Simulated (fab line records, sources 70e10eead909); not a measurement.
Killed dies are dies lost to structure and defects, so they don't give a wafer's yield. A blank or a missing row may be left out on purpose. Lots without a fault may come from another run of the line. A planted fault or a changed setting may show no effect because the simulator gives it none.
fab line records | flow nand_harc | part 1 of 2: steps 1 to 4 of 6
record lots=24 wafers=72 last_day=25
route steps=1159 shown A_CONTACT@923
lots that met no fault: from a run of the same line without faults
start_h: hours from the record's first day to the start of the lot's first wafer shown | wait_h: hours since the lot's step before | " the same as in the row above | L1.1+2: a row that stands for several wafers | - no value, or no start given | * or withheld: withheld | < > ~ a bound
route shown NAME@n: a module of which the file shows steps, and the number in the route of the first | usual: mean/standard deviation of fault-free wafers | same: alike in all rows | chamber/n: place in a boat | sites: the reading at each site | _std_site: their standard deviation | _edge_site: outer sites' mean less inner sites' | radius_mm: how far each site lies from the wafer's centre | mask NAME#n: copy n | behind: the tool/chamber that last shaped the wafer | hold: why the lot was held/for how many hours/how that ended | device: the transistor (n, p or np) that didn't switch | end of line: the same wafers' tests at the end of the route | a step without rows: its recipe alone | killed: dies lost to structure and defects at the first sort, not the wafer's yield | map: a wafer's dies, x killed, . not, _ none there
set.NAME: the setting as run; set.NAME@STEP: as run at that earlier step | model.NAME: the simulator's own value behind a step, which no gauge read
steps of the route over a sample of lots; a table a step, a row a wafer
services: from which hour (start_h, from the record's first day; less than 0 if before it) a tool's chamber was out of use, for how many hours, and why
## steps
# step NHARC_A_CONTACT_DEP_84
# recipe target_thk_a=20000 temp_c=400 material=aC
# usual throttle_valve_pct=35.001/0.0083
# columns lot.wafer tool chamber start_h wait_h throttle_valve_pct
L074.3 acl_dep-01 0 375.07 - 35.002
L074.5 " 0 " " 35.005
L074.6 " 0 " " 35.004
L075.2 acl_dep-01 0 380.44 - 35.013
L075.3 " 0 " " 35.009
L075.5 " 0 " " 34.995
L077.2 acl_dep-02 0 383.10 - 34.999
L077.3 " 0 " " 35.021
L077.5 " 0 " " 34.999
L076.2 acl_dep-03 0 388.57 - 35.003
L076.5 " 0 " " 35.006
L076.6 " 0 " " 35.001
L078.2 acl_dep-02 0 400.33 - 35.001
L078.3 " 0 " " 35.020
L078.6 " 0 " " 34.999
L079.1 acl_dep-03 0 406.62 - 35.002
L079.4 " 0 " " 34.988
L079.6 " 0 " " 35.011
L081.1 acl_dep-01 0 434.82 - 35.002
L081.4 " 0 " " 35.011
L081.6 " 0 " " 34.998
L083.1 acl_dep-03 0 436.43 - 34.998
L083.2 " 0 " " 34.995
L083.5 " 0 " " 34.995
L080.2 acl_dep-03 0 441.85 - 34.990
L080.4 " 0 " " 35.008
L080.5 " 0 " " 34.995
L082.2 acl_dep-03 0 447.17 - 34.997
L082.3 " 0 " " 34.993
L082.4 " 0 " " 35.003
L084.1 acl_dep-02 0 448.61 - 35.004
L084.2 " 0 " " 34.996
L084.4 " 0 " " 35.011
L088.1 acl_dep-03 0 453.82 - 34.995
L088.2 " 0 " " 34.991
L088.4 " 0 " " 35.010
L085.1 acl_dep-03 0 455.72 - 35.008
L085.3 " 0 " " 34.991
L085.6 " 0 " " 34.982
L087.1 acl_dep-01 0 459.08 - 35.007
L087.3 " 0 " " 34.998
L087.5 " 0 " " 35.008
L086.3 acl_dep-02 0 470.60 - 34.984
L086.5 " 0 " " 35.012
L086.6 " 0 " " 34.994
L090.1 acl_dep-02 0 474.93 - 35.012
L090.4 " 0 " " 35.019
L090.6 " 0 " " 35.010
L089.2 acl_dep-02 0 484.16 - 34.995
L089.4 " 0 " " 34.990
L089.5 " 0 " " 34.998
L093.1 acl_dep-02 0 488.92 - 35.001
L093.4 " 0 " " 34.990
L093.5 " 0 " " 35.011
L092.1 acl_dep-02 0 492.65 - 35.002
L092.3 " 0 " " 35.006
L092.4 " 0 " " 35.007
L091.1 acl_dep-03 0 497.39 - 35.006
L091.2 " 0 " " 34.999
L091.3 " 0 " " 35.003
L095.2 acl_dep-03 0 511.83 - 35.010
L095.5 " 0 " " 34.989
L095.6 " 0 " " 35.000
L097.1 acl_dep-01 0 513.76 - 34.988
L097.2 " 0 " " 35.008
L097.5 " 0 " " 35.010
L094.2 acl_dep-03 0 519.11 - 35.007
L094.4 " 0 " " 34.988
L094.6 " 0 " " 34.991
L096.1 acl_dep-02 0 522.45 - 35.014
L096.5 " 0 " " 34.999
L096.6 " 0 " " 34.989
# step NHARC_A_CONTACT_DEP_85
# recipe target_thk_a=500 target_thk_nm=50 temp_c=400 pressure_torr=3.5 flow_sccm=200 rf_w=350 material=SiON
# usual heater_power_w=732/83
# columns lot.wafer tool chamber start_h wait_h heater_power_w
L074.3 pecvd-04 0 375.98 0.7 827
L074.6 " 1 " " 758
L074.5 " 0 " " 832
L075.2 pecvd-02 2 381.57 0.9 663
L075.3 " 0 " " 574
L075.5 " 1 " " 635
L077.3 pecvd-02 2 384.23 0.7 752
L077.2 " 1 " " 617
L077.5 " 0 " " 689
L076.2 pecvd-01 2 389.62 0.8 687
L076.6 " 2 " " 688
L076.5 " 1 " " 729
L078.2 pecvd-04 2 401.39 0.9 894
L078.3 " 1 " " 821
L078.6 " 0 " " 748
L079.1 pecvd-04 2 407.94 1.1 727
L079.4 " 2 " " 723
L079.6 " 0 " " 786
L081.1 pecvd-02 2 436.19 1.2 794
L081.4 " 0 " " 598
L081.6 " 1 " " 662
L083.1 pecvd-01 2 437.75 1.1 743
L083.2 " 0 " " 760
L083.5 " 2 " " 731
L080.2 pecvd-02 2 442.92 0.9 776
L080.5 " 2 " " 782
L080.4 " 1 " " 645
L082.3 pecvd-01 1 448.23 0.6 790
L082.2 " 2 " " 774
L082.4 " 2 " " 765
L084.2 pecvd-01 1 449.88 0.9 803
L084.1 " 0 " " 844
L084.4 " 0 " " 864
L088.2 pecvd-02 0 455.10 0.9 684
L088.1 " 2 " " 814
L088.4 " 0 " " 668
L085.1 pecvd-02 2 456.98 1.1 683
L085.3 " 0 " " 633
L085.6 " 2 " " 695
L087.3 pecvd-02 0 460.38 0.7 655
L087.1 " 1 " " 678
L087.5 " 1 " " 682
L086.3 pecvd-02 0 471.48 0.7 674
L086.6 " 2 " " 644
L086.5 " 1 " " 679
L090.1 pecvd-02 2 476.20 1.1 697
L090.4 " 1 " " 693
L090.6 " 2 " " 691
L089.2 pecvd-02 1 485.27 0.9 573
L089.5 " 2 " " 749
L089.4 " 1 " " 577
L093.1 pecvd-02 2 490.22 1.1 777
L093.4 " 1 " " 638
L093.5 " 0 " " 690
L092.1 pecvd-01 2 493.96 1.1 696
L092.3 " 1 " " 818
L092.4 " 2 " " 678
L091.1 pecvd-02 2 498.68 1.1 718
L091.2 " 0 " " 649
L091.3 " 1 " " 579
L095.2 pecvd-01 0 512.97 0.9 887
L095.5 " 1 " " 760
L095.6 " 0 " " 873
L097.1 pecvd-04 0 515.16 1.2 740
L097.2 " 2 " " 840
L097.5 " 2 " " 848
L094.2 pecvd-01 1 520.20 0.9 825
L094.4 " 2 " " 784
L094.6 " 0 " " 890
L096.1 pecvd-01 2 523.75 1.1 802
L096.5 " 1 " " 655
L096.6 " 2 " " 787
# step NHARC_A_CONTACT_ETCH_30
# recipe target_depth_a=605 time_s=30.2 cf4_flow_sccm=100 chf3_flow_sccm=30 ar_flow_sccm=0 rf_w=500 bias_w=200 chemistry=CF4/CHF3
# usual bias_w=200.0/0.63 drypump_motor_current_A=5.6/0.42 oes_product_au=0.940/0.021 rf_vpp_V=370.9/2.6 showerhead_plenum_p_Torr=1.58/0.072 throttle_valve_pct=16.803/0.01
# same time_s=30.2
# columns lot.wafer tool chamber start_h wait_h bias_w drypump_motor_current_A oes_product_au rf_hours_counter_h rf_vpp_V showerhead_plenum_p_Torr throttle_valve_pct
L074.3 rie_diel-04 1 - - 200.0 5.6 0.929 16 370.6 1.57 16.812
L074.6 " 3 " " 200.0 5.3 0.923 - 374.6 1.65 16.803
L074.5 " 0 " " 199.8 5.7 0.929 - 373.1 1.63 16.800
L075.2 rie_diel-10 2 - - 200.2 6.1 0.980 9 373.0 1.65 16.785
L075.3 " 0 " " 199.8 5.2 0.957 7 367.1 1.48 16.797
L075.5 " 3 " " 200.5 5.3 0.950 - 372.2 1.62 16.808
L077.3 rie_diel-01 1 - - 200.2 5.9 0.924 28 372.5 1.63 16.805
L077.2 " 3 " " 200.2 5.0 0.925 31 375.3 1.69 16.816
L077.5 " 1 " " 200.1 6.0 0.929 - 372.6 1.63 16.820
L076.2 rie_diel-01 3 - - 200.5 5.0 0.926 32 375.4 1.69 16.822
L076.6 " 0 " " 201.3 5.6 0.928 - 368.2 1.50 16.804
L076.5 " 1 " " 200.0 6.0 0.925 - 371.1 1.63 16.791
L078.2 rie_diel-10 3 - - 198.7 5.3 0.970 12 371.4 1.62 16.802
L078.3 " 0 " " 200.3 5.2 0.972 11 366.8 1.48 16.825
L078.6 " 1 " " 200.4 5.4 0.981 - 373.3 1.68 16.789
L079.1 rie_diel-10 3 - - 199.6 5.3 0.951 15 371.9 1.62 16.806
L079.4 " 1 " " 200.1 5.4 0.957 17 374.3 1.68 16.816
L079.6 " 3 " " 199.0 5.3 0.957 - 371.1 1.62 16.793
L081.1 rie_diel-01 2 - - 199.9 5.4 0.936 37 365.7 1.48 16.813
L081.4 " 3 " " 200.1 5.0 0.961 50 372.8 1.69 16.814
L081.6 " 3 " " 200.0 5.1 0.952 - 373.6 1.69 16.808
L083.1 rie_diel-04 1 - - 199.7 5.7 0.924 26 371.3 1.57 16.805
L083.2 " 2 " " 199.2 6.6 0.922 25 366.3 1.50 16.805
L083.5 " 1 " " 199.9 5.7 0.927 - 371.3 1.57 16.798
L080.2 rie_diel-01 2 - - 199.3 5.4 0.920 40 367.9 1.48 16.802
L080.4 " 3 " " 199.1 5.0 0.930 54 375.5 1.69 16.791
L080.5 " 0 " " 200.7 5.6 0.937 - 367.9 1.50 16.818
L082.4 rie_diel-01 2 - - 200.0 5.4 0.963 41 368.0 1.48 16.788
L082.3 " 3 " " 199.2 5.0 0.986 55 374.8 1.69 16.805
L082.2 " 0 " " 200.4 5.6 0.981 53 367.0 1.50 16.791
L084.2 rie_diel-01 1 - - 200.7 6.0 0.934 53 372.1 1.62 16.787
L084.4 " 2 " " 199.9 5.4 0.915 41 367.2 1.48 16.819
L084.1 " 0 " " 199.6 5.6 0.944 53 368.7 1.50 16.813
L088.1 rie_diel-04 3 - - 199.4 5.3 0.974 29 372.3 1.65 16.800
L088.2 " 0 " " 200.9 5.7 0.959 30 373.2 1.63 16.813
L088.4 " 1 " " 199.5 5.7 0.963 30 369.1 1.57 16.792
L085.1 rie_diel-04 1 - - 199.8 5.7 0.981 30 369.1 1.57 16.799
L085.3 " 0 " " 198.1 5.7 0.978 30 374.1 1.63 16.795
L085.6 " 1 " " 199.8 5.7 0.962 - 371.5 1.57 16.787
L087.3 rie_diel-04 0 - - 199.6 5.7 0.914 31 372.9 1.63 16.817
L087.1 " 2 " " 199.6 6.6 0.913 31 369.6 1.50 16.812
L087.5 " 0 " " 199.2 5.7 0.928 - 372.8 1.63 16.795
L086.3 rie_diel-10 2 - - 200.6 6.1 0.935 41 372.6 1.64 16.800
L086.5 " 1 " " 198.3 5.4 0.930 - 374.1 1.67 16.794
L086.6 " 2 " " 201.0 6.1 0.937 - 371.3 1.64 16.812
L090.4 rie_diel-01 0 - - 199.7 5.6 0.945 63 368.1 1.50 16.806
L090.1 " 3 " " 200.1 5.0 0.924 66 372.9 1.68 16.789
L090.6 " 1 " " 200.8 5.9 0.943 - 373.6 1.62 16.816
L089.4 rie_diel-04 3 - - 200.1 5.3 0.978 2 372.6 1.65 16.808
L089.2 " 0 " " 200.0 5.7 0.961 2 371.0 1.63 16.798
L089.5 " 2 " " 200.7 6.6 0.956 - 368.9 1.50 16.803
L093.1 rie_diel-10 2 - - 200.1 6.1 0.924 46 373.3 1.63 16.803
L093.4 " 0 " " 199.3 5.2 0.930 38 366.5 1.48 16.814
L093.5 " 3 " " 200.7 5.3 0.926 - 371.5 1.61 16.799
L092.4 rie_diel-10 0 - - 200.9 5.2 0.925 40 367.3 1.48 16.789
L092.1 " 1 " " 200.5 5.4 0.925 47 374.4 1.67 16.805
L092.3 " 2 " " 200.8 6.1 0.926 48 372.9 1.63 16.795
L091.1 rie_diel-04 1 - - 198.6 5.6 0.919 3 370.5 1.57 16.806
L091.2 " 2 " " 201.1 6.6 0.915 3 369.2 1.50 16.803
L091.3 " 3 " " 200.1 5.3 0.930 3 374.7 1.64 16.815
L095.2 rie_diel-10 3 - - 200.0 5.3 0.975 54 373.2 1.61 16.786
L095.6 " 0 " " 200.1 5.2 0.966 - 368.3 1.48 16.793
L095.5 " 1 " " 200.1 5.4 0.954 - 374.7 1.67 16.808
L097.1 rie_diel-04 3 - - 199.6 5.3 0.919 6 372.7 1.64 16.803
L097.2 " 2 " " 200.2 6.6 0.915 6 367.3 1.50 16.804
L097.5 " 3 " " 199.7 5.3 0.925 - 373.6 1.64 16.796
L094.4 rie_diel-01 2 - - 199.6 5.4 0.926 8 367.9 1.48 16.798
L094.2 " 0 " " 201.3 5.6 0.923 8 367.3 1.49 16.807
L094.6 " 1 " " 199.7 5.9 0.926 - 371.7 1.61 16.809
L096.1 rie_diel-04 2 - - 199.8 6.5 0.925 8 366.7 1.50 16.808
L096.5 " 1 " " 200.4 5.6 0.922 - 370.9 1.57 16.803
L096.6 " 2 " " 200.0 6.5 0.923 - 368.1 1.50 16.810
# step NHARC_A_CONTACT_ETCH_136
# recipe source_w=withheld pressure_mtorr=20 bias_v=3000 time_s=132 target_depth_a=12870 ar_flow_sccm=withheld c4f8_flow_sccm=withheld o2_flow_sccm=withheld chemistry=C4F8/O2/Ar
# same time_s=132
# columns lot.wafer tool chamber start_h wait_h rf_hours_counter_h
L074.3 har_cap_etch-02 1 378.86 0.1 -
L074.5 " 0 " " -
L074.6 " 1 " " -
L075.2 har_cap_etch-02 1 383.80 0.1 12
L075.3 " 0 " " -
L075.5 " 1 " " -
L077.2 har_cap_etch-03 0 386.46 0.1 87
L077.3 " 0 " " -
L077.5 " 0 " " -
L076.2 har_cap_etch-01 1 391.94 0.1 63
L076.5 " 0 " " -
L076.6 " 1 " " -
L078.2 har_cap_etch-01 0 403.49 0.1 64
L078.3 " 1 " " -
L078.6 " 1 " " -
L079.1 har_cap_etch-02 1 410.06 0.1 15
L079.4 " 0 " " -
L079.6 " 0 " " -
L081.1 har_cap_etch-02 1 438.48 0.1 19
L081.4 " 1 " " -
L081.6 " 1 " " -
L083.2 har_cap_etch-01 1 440.04 0.1 68
L083.1 " 0 " " 68
L083.5 " 0 " " -
L080.2 har_cap_etch-01 0 445.60 0.1 70
L080.4 " 0 " " -
L080.5 " 1 " " -
L082.2 har_cap_etch-01 1 450.35 0.1 71
L082.3 " 1 " " -
L082.4 " 0 " " -
L084.2 har_cap_etch-03 1 452.00 0.1 96
L084.1 " 0 " " 96
L084.4 " 0 " " -
L088.2 har_cap_etch-03 0 457.42 0.1 97
L088.1 " 1 " " 97
L088.4 " 0 " " -
L085.1 har_cap_etch-02 0 459.09 0.1 24
L085.3 " 1 " " -
L085.6 " 1 " " -
L087.1 har_cap_etch-03 0 462.54 0.1 98
L087.3 " 1 " " -
L087.5 " 0 " " -
L086.3 har_cap_etch-03 1 473.99 0.1 -
L086.5 " 1 " " -
L086.6 " 0 " " -
L090.1 har_cap_etch-03 1 478.29 0.1 100
L090.4 " 1 " " -
L090.6 " 1 " " -
L089.2 har_cap_etch-03 0 487.47 0.1 101
L089.4 " 1 " " -
L089.5 " 1 " " -
L093.1 har_cap_etch-01 0 492.43 0.1 79
L093.4 " 0 " " -
L093.5 " 1 " " -
L092.1 har_cap_etch-02 0 496.42 0.1 32
L092.3 " 0 " " -
L092.4 " 1 " " -
L091.1 har_cap_etch-01 0 500.78 0.1 80
L091.2 " 1 " " 80
L091.3 " 1 " " -
L095.2 har_cap_etch-02 0 515.06 0.1 35
L095.5 " 1 " " -
L095.6 " 0 " " -
L097.1 har_cap_etch-01 0 517.38 0.1 83
L097.2 " 1 " " 83
L097.5 " 1 " " -
L094.2 har_cap_etch-03 0 522.93 0.1 108
L094.4 " 0 " " -
L094.6 " 1 " " -
L096.1 har_cap_etch-02 1 525.97 0.1 37
L096.6 " 0 " " -
L096.5 " 1 " " -
